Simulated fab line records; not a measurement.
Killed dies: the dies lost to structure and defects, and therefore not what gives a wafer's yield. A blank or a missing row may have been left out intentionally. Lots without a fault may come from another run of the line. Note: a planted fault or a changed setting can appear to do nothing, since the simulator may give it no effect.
Split-lot study / flow n5 finfet / on a route of 1938 steps: 7 lots, 21 wafers read

## SPLIT DETAILS
At N5_BEOL_M13_SPUTTER_43 (material TaN, target thk 15 nm, time 24.19 s), the setting power w was moved away from the recipe's 15000 W on 6 of the 21 wafers read, by +10.1% to +17.7%. This setting was run at the recipe's value on the other wafers.

Reading taken at the split's own step.

## THE READING
TaN_of_BEOL_M13_SPUTTER_43.thk nm (the simulator's own value, which no gauge read), in nm, at N5_BEOL_M13_SPUTTER_43 (material TaN, target thk 15 nm, time 24.19 s). There is no usual value for it anywhere in the file. The 15 wafers here that ran the recipe average 15.1 nm, standard deviation 0.2 nm.

wafer=L077.1; tool, chamber at the split=pvd sputter-01, -; power w as run, W=15000; against the recipe=recipe; TaN_of_BEOL_M13_SPUTTER_43.thk nm, nm=14.8; against lot-mates on the recipe=-
wafer=L077.4; tool, chamber at the split=pvd sputter-01, -; power w as run, W=16640; against the recipe=+10.9%; TaN_of_BEOL_M13_SPUTTER_43.thk nm, nm=16.6; against lot-mates on the recipe=+1.7
wafer=L077.6; tool, chamber at the split=pvd sputter-01, -; power w as run, W=15000; against the recipe=recipe; TaN_of_BEOL_M13_SPUTTER_43.thk nm, nm=15; against lot-mates on the recipe=-
wafer=L080.2; tool, chamber at the split=pvd sputter-02, -; power w as run, W=16730; against the recipe=+11.5%; TaN_of_BEOL_M13_SPUTTER_43.thk nm, nm=16.8; against lot-mates on the recipe=+1.8
wafer=L080.5; tool, chamber at the split=pvd sputter-02, -; power w as run, W=16730; against the recipe=+11.5%; TaN_of_BEOL_M13_SPUTTER_43.thk nm, nm=16.8; against lot-mates on the recipe=+1.8
wafer=L080.6; tool, chamber at the split=pvd sputter-02, -; power w as run, W=15000; against the recipe=recipe; TaN_of_BEOL_M13_SPUTTER_43.thk nm, nm=15; against lot-mates on the recipe=-
wafer=L082.4; tool, chamber at the split=pvd sputter-02, -; power w as run, W=16510; against the recipe=+10.1%; TaN_of_BEOL_M13_SPUTTER_43.thk nm, nm=16.4; against lot-mates on the recipe=+1.4
wafer=L082.5; tool, chamber at the split=pvd sputter-02, -; power w as run, W=15000; against the recipe=recipe; TaN_of_BEOL_M13_SPUTTER_43.thk nm, nm=15; against lot-mates on the recipe=-
wafer=L082.6; tool, chamber at the split=pvd sputter-02, -; power w as run, W=15000; against the recipe=recipe; TaN_of_BEOL_M13_SPUTTER_43.thk nm, nm=15; against lot-mates on the recipe=-
wafer=L090.3; tool, chamber at the split=pvd sputter-01, -; power w as run, W=15000; against the recipe=recipe; TaN_of_BEOL_M13_SPUTTER_43.thk nm, nm=14.8; against lot-mates on the recipe=-
wafer=L090.5; tool, chamber at the split=pvd sputter-01, -; power w as run, W=15000; against the recipe=recipe; TaN_of_BEOL_M13_SPUTTER_43.thk nm, nm=15; against lot-mates on the recipe=-
wafer=L090.6; tool, chamber at the split=pvd sputter-01, -; power w as run, W=16960; against the recipe=+13.1%; TaN_of_BEOL_M13_SPUTTER_43.thk nm, nm=16.4; against lot-mates on the recipe=+1.5
wafer=L092.1; tool, chamber at the split=pvd sputter-02, -; power w as run, W=17650; against the recipe=+17.7%; TaN_of_BEOL_M13_SPUTTER_43.thk nm, nm=18; against lot-mates on the recipe=+2.7
wafer=L092.4; tool, chamber at the split=pvd sputter-02, -; power w as run, W=15000; against the recipe=recipe; TaN_of_BEOL_M13_SPUTTER_43.thk nm, nm=15.4; against lot-mates on the recipe=-
wafer=L092.5; tool, chamber at the split=pvd sputter-02, -; power w as run, W=15000; against the recipe=recipe; TaN_of_BEOL_M13_SPUTTER_43.thk nm, nm=15.2; against lot-mates on the recipe=-
wafer=L089.2; tool, chamber at the split=pvd sputter-02, -; power w as run, W=15000; against the recipe=recipe; TaN_of_BEOL_M13_SPUTTER_43.thk nm, nm=15.2; against lot-mates on the recipe=-
wafer=L089.3; tool, chamber at the split=pvd sputter-02, -; power w as run, W=15000; against the recipe=recipe; TaN_of_BEOL_M13_SPUTTER_43.thk nm, nm=15.4; against lot-mates on the recipe=-
wafer=L089.5; tool, chamber at the split=pvd sputter-02, -; power w as run, W=15000; against the recipe=recipe; TaN_of_BEOL_M13_SPUTTER_43.thk nm, nm=15.4; against lot-mates on the recipe=-
wafer=L096.3; tool, chamber at the split=pvd sputter-03, -; power w as run, W=15000; against the recipe=recipe; TaN_of_BEOL_M13_SPUTTER_43.thk nm, nm=15; against lot-mates on the recipe=-
wafer=L096.5; tool, chamber at the split=pvd sputter-03, -; power w as run, W=15000; against the recipe=recipe; TaN_of_BEOL_M13_SPUTTER_43.thk nm, nm=15; against lot-mates on the recipe=-
wafer=L096.6; tool, chamber at the split=pvd sputter-03, -; power w as run, W=15000; against the recipe=recipe; TaN_of_BEOL_M13_SPUTTER_43.thk nm, nm=15.4; against lot-mates on the recipe=-

FIT RESULTS
A straight line over all 21 wafers: TaN_of_BEOL_M13_SPUTTER_43.thk nm changes by +0.141 nm for each +1% of power w; r = +0.96; the points scatter about the line by 0.24 nm.
The same after taking each lot's own level away (the mean of its wafers on the recipe; 21 wafers): +0.146 nm for each +1%; r = +0.99; scatter 0.15 nm.
That fit puts the effect of the largest move of power w on the reading at 2.6 nm.
Measured against the standard deviation above, the lots' own levels, which go from 14.90 to 15.33 nm, span 2.1 times it.
So the lot-to-lot level changes the slope little: the two slopes agree.
Check: for one of the wafers moved furthest among these (+17.7%), held out of the fit, the line's prediction against its lot-mates is +2.52 nm. It came out at +2.7 nm against them.

## THE OTHER SPLITS THESE WAFERS WENT THROUGH
Other splits were also applied to these wafers ahead of the reading. Each is held against what the fit with the lots' levels taken away leaves over:
other split on the same wafers=N5_BEOL_M11_EXPOSE_25 dose mj; wafers away from the commonest value=4; r with TaN_of_BEOL_M13_SPUTTER_43.thk nm (lot level and that fit taken away)=+0.02
other split on the same wafers=N5_BEOL_M13_EXPOSE_07 dose mj; wafers away from the commonest value=5; r with TaN_of_BEOL_M13_SPUTTER_43.thk nm (lot level and that fit taken away)=+0.32
other split on the same wafers=N5_BEOL_M13_ETCH_68 time s; wafers away from the commonest value=8; r with TaN_of_BEOL_M13_SPUTTER_43.thk nm (lot level and that fit taken away)=-0.09

## THE FILE'S OWN FIT
TaN_of_BEOL_M13_SPUTTER_43.thk nm changes by +0.144 nm for each +1% of power w, r = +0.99.
